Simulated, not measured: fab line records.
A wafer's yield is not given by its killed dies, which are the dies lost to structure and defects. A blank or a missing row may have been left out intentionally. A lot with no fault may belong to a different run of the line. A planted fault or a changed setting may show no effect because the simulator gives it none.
Matching of chambers -- flow nand-harc -- rie-diel-05 running NHARC_P_M2_DESCUM_14: 4 sister chambers
The step chemistry O2, time 3 s. 4 wafers are shown with their chamber, then 7 later ones without.

== WAFERS, EACH WITH ITS CHAMBER ==
wafer,chamber,oes-product-au (a.u.)
L559.4,0,0.996
L559.6,1,1.004
L568.1,2,0.985
L568.4,3,0.998

== WAFERS WITH NO CHAMBER GIVEN ==
wafer,oes-product-au (a.u.)
L568.5,0.983
L569.1,0.997
L569.2,0.997
L569.4,1.006
L573.2,0.991
L573.3,0.991
L573.4,0.995

== WHICH CHAMBER EACH WENT THROUGH ==
wafer,from the rows above,in truth
L568.5,2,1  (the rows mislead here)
L569.1,can't be placed: 0 or 3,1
L569.2,can't be placed: 0 or 3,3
L569.4,1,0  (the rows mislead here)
L573.2,can't be placed: 0 or 2 or 3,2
L573.3,can't be placed: 0 or 2 or 3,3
L573.4,can't be placed: 0 or 3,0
0 of 7 placed correctly. Cannot be placed on the basis of these rows: 5; the candidates contain the true chamber in 4. 2 placed wrongly.
How it was worked out, from the rows above alone: a wafer's distance from a chamber is the root of the sum, over the readings, of the square of ((its reading less the chamber's mean) divided by the reading's scatter). If the next closest chamber is less than 2 further off than the closest, the wafer can't be placed; otherwise it belongs to the closest. A chamber's mean is the mean of its shown wafers. The scatter: with one shown wafer a chamber, the root of the mean of the squares of how far each hidden wafer lies from its nearest shown one.
